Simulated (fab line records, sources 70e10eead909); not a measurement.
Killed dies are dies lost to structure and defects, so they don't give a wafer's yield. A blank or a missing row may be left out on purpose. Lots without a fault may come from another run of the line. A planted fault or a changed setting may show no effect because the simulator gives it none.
A struck lot beside a sound one | flow nand_harc | 14 steps out of a route of 1302
Sound: wafers L184.2, L184.3, L184.4. Struck: wafers L195.2, L195.3, L195.5. The cause comes at the end.
At each step with rows: each side's tool, then ch and its chambers, then its first start. Under that, the readings that differ: sound wafers | struck wafers | difference of the means | sigmas: that difference in standard deviations of wafers without a fault.
alike: readings whose means differ by less than 2 such deviations, and words and numbers that are the same on both sides. not compared: withheld readings, readings that some wafer has no value for, bounds like >300 that may hide the same value, and numbers for which the record gives no deviation and whose values overlap.
The two part at a step that has a row with sigmas, a row that says differs or no value, or rows on one side only. Numbers that don't overlap but have no deviation are shown without sigmas and don't part them. A reading that every wafer of one side lacks parts them only if that side has two wafers or more.

first, 1 step without rows for these wafers: NHARC_A_BONDPAD_SRD_21 (time 30 s, dry time 20 s).
NHARC_A_BONDPAD_INSPECT_23:
  sound on defect_inspect-01, day 23 03:02; struck on defect_inspect-01, day 27 23:57
  alike: raw_defect_count
NHARC_HYBRID_BOND_ACTIVATE_00: chemistry N2, time 60 s.
  sound on rie_diel-08 ch 0,2,3, day 23 03:05; struck on rie_diel-08 ch 0,1, day 28 00:01
  alike: drypump_motor_current_A, oes_product_au, rf_vpp_V, showerhead_plenum_p_Torr
  not compared: rf_hours_counter_h
then, 4 steps without rows for these wafers: NHARC_HYBRID_BOND_PRECLEAN_01 (cleans in DIW, time 300 s); NHARC_HYBRID_BOND_SRD_02 (time 30 s, dry time 20 s); NHARC_HYBRID_BOND_BOND_03; NHARC_HYBRID_BOND_ANNEAL_04 (time 7200 s).
NHARC_HYBRID_BOND_OVL_MEAS_05:
  sound on overlay-01, day 23 11:37; struck on overlay-01, day 28 08:38
  reading           | sound    | struck      | difference | sigmas
  overlay_y_nm (nm) | 12 13 22 | -40 -53 -80 | -73        | -2
  alike: overlay_x_nm
NHARC_HYBRID_BOND_INSPECT_06: inspects for defects (ir void).
  sound on defect_inspect-02, day 23 11:40; struck on defect_inspect-02, day 28 08:41
  alike: raw_defect_count
NHARC_THIN_TSV_GRIND_00:
  sound on grinder-01 ch 0, day 23 12:01; struck on grinder-01 ch 0, day 28 10:13
  alike: motor_current_A
NHARC_THIN_TSV_CMP_01: polishes.
  sound on cmp-04 ch 0,1,2, day 23 13:02; struck on cmp-01 ch 0,3, day 28 11:15
  no value came back on the struck wafers for edge_zone_pressure_frac, motor_current_A (A), slurry_filter_dp_kPa (kPa); on the sound wafers edge_zone_pressure_frac reads 0.994 0.995 0.997
NHARC_THIN_TSV_THK_MEAS_02: measures by ir.
  sound on film_metro-01, day 23 13:18; struck on film_metro-02, day 28 11:31
  reading     | sound          | struck         | difference | sigmas
  thk_nm (nm) | 2646 2943 2957 | 6085 6079 6017 | +3212      | +14
then, 1 step without rows for these wafers: NHARC_THIN_TSV_SRD_03.
NHARC_END_SORT_01:
  the record has rows for the struck wafers here (prober-01 ch 0, day 29 03:22) and none for the sound ones

WHERE THEY PART
First at NHARC_HYBRID_BOND_OVL_MEAS_05; last, within this record, at NHARC_END_SORT_01.

WHY: what the simulator had put in
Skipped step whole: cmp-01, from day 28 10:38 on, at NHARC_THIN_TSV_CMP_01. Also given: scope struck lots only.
